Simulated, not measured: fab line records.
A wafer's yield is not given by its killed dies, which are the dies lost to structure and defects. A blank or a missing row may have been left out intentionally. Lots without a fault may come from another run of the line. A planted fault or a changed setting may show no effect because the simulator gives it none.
A struck lot beside a sound one :: flow n5 finfet :: 40 steps out of a route of 1938
Sound: wafers L278.1, L278.2, L278.6. Struck: wafers L271.2, L271.4, L271.6. The cause is named last.
For every step that has rows: the tool of each side, followed by ch and its chambers, followed by its first start. Under that, the readings that differ: sound wafers :: struck wafers :: difference of the means :: sigmas: that difference in standard deviations of wafers without a fault.
alike: readings with means less than 2 such deviations apart, plus words and numbers identical on both sides. not compared: withheld readings, readings lacking a value on some wafer, bounds such as >300 that could conceal the same value, and numbers that have no deviation in the record and whose values overlap.
A row with sigmas, a row that says differs or no value, or rows on one side alone: a step with any of these is where the two part. When numbers do not overlap yet have no deviation, they are printed without sigmas and do not part them. A reading missing from all wafers of one side parts the sides only when that side holds two or more wafers.

first, 11 steps without rows for these wafers: N5_BEOL_M0_SAQP_DESCUM_19 (chemistry O2, time 7.9 s); N5_BEOL_M0_SAQP_ETCH_83 (etches SiARC in CF4, target depth 39 nm, time 65 s); N5_BEOL_M0_SAQP_ETCH_84 (etches SOC in N2/H2, target depth 100 nm, overetch 20 nm, time 150 s); N5_BEOL_M0_SAQP_STRIP_80 (strips in N2/H2); N5_BEOL_M0_SAQP_HM_OPEN_112 (chemistry CHF3/O2, target SiO2, stops on a-Si, target depth 12 nm, time 13.5 s); N5_BEOL_M0_SAQP_STRIP_113 (strips in CHF3/O2); N5_BEOL_M0_SAQP_MANDREL_ETCH_20 (etches a-Si in HBr/Cl2, stops on SiNx, target depth 60 nm, bt time 10 s, time 30 s); N5_BEOL_M0_SAQP_STRIP_86 (strips in N2/H2); N5_BEOL_M0_SAQP_STRIP_115 (strips in post etch residue remover, time 60 s); N5_BEOL_M0_SAQP_SRD_93 (time 30 s); N5_BEOL_M0_SAQP_RECESS_114 (chemistry HF/NH3, target SiO2, target depth 14.4 nm, afs cycles 3, sublimation time 60 s).
N5_BEOL_M0_SAQP_SPACER1_ALD_98: deposits SiO2, target thk 12.8 nm, pulse time 1 s, purge time 2 s.
  sound on ald sin-03 ch 2,3, day 10 16:41; struck on ald sin-04 ch 0,1,2, day 8 15:10
  alike: heater power w, precursor pulse height rel
then, 23 steps without rows for these wafers: N5_BEOL_M0_SAQP_SPACER1_ETCHBACK_99 (etches SiO2 in CHF3/O2, target depth 15.4 nm, time 7.7 s); N5_BEOL_M0_SAQP_MANDREL1_REMOVE_100 (chemistry HBr/Cl2/O2, target a-Si, stops on SiNx, bt time 10 s); N5_BEOL_M0_SAQP_ETCH_101 (etches SiNx in CH3F/O2, target depth 29.9 nm, time 42.7 s); N5_BEOL_M0_SAQP_ETCH_102 (etches SiO2 in CF4, target depth 4 nm, time 4.4 s); N5_BEOL_M0_SAQP_MANDREL_ETCH_103 (etches a-Si in HBr/Cl2, stops on SiCN, target depth 45 nm, bt time 10 s, time 27 s); N5_BEOL_M0_SAQP_RECESS_104 (chemistry HF/NH3, target SiO2, target depth 18 nm, afs cycles 3, sublimation time 60 s); N5_BEOL_M0_SAQP_COAT_105 (time 60 s, resist thk 100 nm); N5_BEOL_M0_SAQP_ETCH_106 (etches SOC in N2/H2, stops on SiNx, target depth 150 nm); N5_BEOL_M0_SAQP_ETCH_107 (etches SiNx in CH3F/O2, target depth 30 nm); N5_BEOL_M0_SAQP_STRIP_108 (strips in N2/H2); N5_BEOL_M0_SAQP_RECESS_109 (chemistry HF/NH3, target SiO2, target depth 3 nm, afs cycles 1, sublimation time 60 s); N5_BEOL_M0_SAQP_SPACER2_ALD_26 (deposits SiO2, target thk 15 nm, pulse time 1 s, purge time 2 s); N5_BEOL_M0_SAQP_SPACER2_ETCHBACK_27 (etches SiO2 in CHF3/O2, target depth 22.5 nm, time 11.25 s); N5_BEOL_M0_SAQP_MANDREL2_REMOVE_110 (chemistry HBr/Cl2/O2, target a-Si, stops on SiCN, bt time 10 s); N5_BEOL_M0_SAQP_COAT_69 (time 60 s, resist thk 90 nm); N5_BEOL_M0_SAQP_COAT_72 (time 60 s, resist thk 15 nm); N5_BEOL_M0_SAQP_COAT_87 (time 60 s, resist thk 5 nm); N5_BEOL_M0_SAQP_COAT_34 (resist thk 30 nm); N5_BEOL_M0_SAQP_EBR_36; N5_BEOL_M0_SAQP_SOFTBAKE_35 (time 60 s); N5_BEOL_M0_SAQP_EXPOSE_37 (exposes mask M0 CUT1, target cd 30 nm); N5_BEOL_M0_SAQP_PEB_38 (peb time 60 s); N5_BEOL_M0_SAQP_DEVELOP_39 (develop time 30 s).
N5_BEOL_M0_SAQP_INSPECT_42: inspects for defects (brightfield).
  sound on defect inspect-01, day 10 20:37; struck on defect inspect-01, day 8 18:15
reading: raw defect count
sound: 282 327 260
struck: 1283 1457 1378
difference: +1083
sigmas: +16
then, 1 step without rows for these wafers: N5_BEOL_M0_SAQP_DESCUM_45 (chemistry O2, time 7 s).
N5_BEOL_M0_CUTY_INSPECT_59: inspects for defects (macro).
  sound on defect inspect-02, day 10 22:19; struck on defect inspect-01, day 8 19:44
reading: raw defect count
sound: 1 2 2
struck: >300 >300 >300
difference: differs
sigmas: 
-- the record jumps here: 2 days lie between the struck wafers' starts before and after (it left off in module BEOL_M0_CUTY and takes up again in module BEOL_M4, whose first step shown is number 1111 of the route) --
N5_BEOL_M4_RC_MEAS_101:
  sound on prober-01 ch 0, day 13 08:56; struck on prober-02 ch 0, day 11 05:23
  alike: DIBL_N, DIBL_P, IOFF_N, IOFF_P, ION_N, ION_P, SS_N, SS_P, VT_N, VT_P
-- a jump in the record: the struck wafers' starts before and after are 5 days apart (it breaks off in module BEOL_M4 and resumes in module PASSIVATION, where the first step shown is number 1936 of the route) --
N5_PASSIVATION_PROBE_49:
  sound on prober-01, day 18 00:23; struck on prober-01, day 15 20:26
reading: defect limited yield (%)
sound: 92.4
struck: 81.3 83.1 82.6
difference: -10.1
sigmas: -7

reading: killed_at_M0_to_M3
sound: 33
struck: 155 126 150
difference: +111
sigmas: +11

reading: killed at contacts
sound: 5
struck: 18 21 14
difference: +13
sigmas: +2

reading: killed dies
sound: 90
struck: 221 199 205
difference: +118
sigmas: +7

reading: killed on rim
sound: 12
struck: 32 31 34
difference: +20
sigmas: +5

reading: sort_bin_5_function (%)
sound: 4.6
struck: 10.1 10.8 10.2
difference: +5.8
sigmas: +6

reading: sort_bin_6_memory (%)
sound: 2.7
struck: 5.3 3.6 4.2
difference: +1.7
sigmas: +2

reading: sort n pass
sound: 1090
struck: 959 981 975
difference: -118
sigmas: -7

reading: sort yield pct (%)
sound: 92.4
struck: 81.3 83.1 82.6
difference: -10.1
sigmas: -7
  alike: killed_at_M4_up, killed at front end, killed at other, killed open, killed short

## WHERE THEY PART
At N5_BEOL_M0_SAQP_INSPECT_42 first; at N5_PASSIVATION_PROBE_49 last (within this record only).

WHY: the cause the simulator had injected
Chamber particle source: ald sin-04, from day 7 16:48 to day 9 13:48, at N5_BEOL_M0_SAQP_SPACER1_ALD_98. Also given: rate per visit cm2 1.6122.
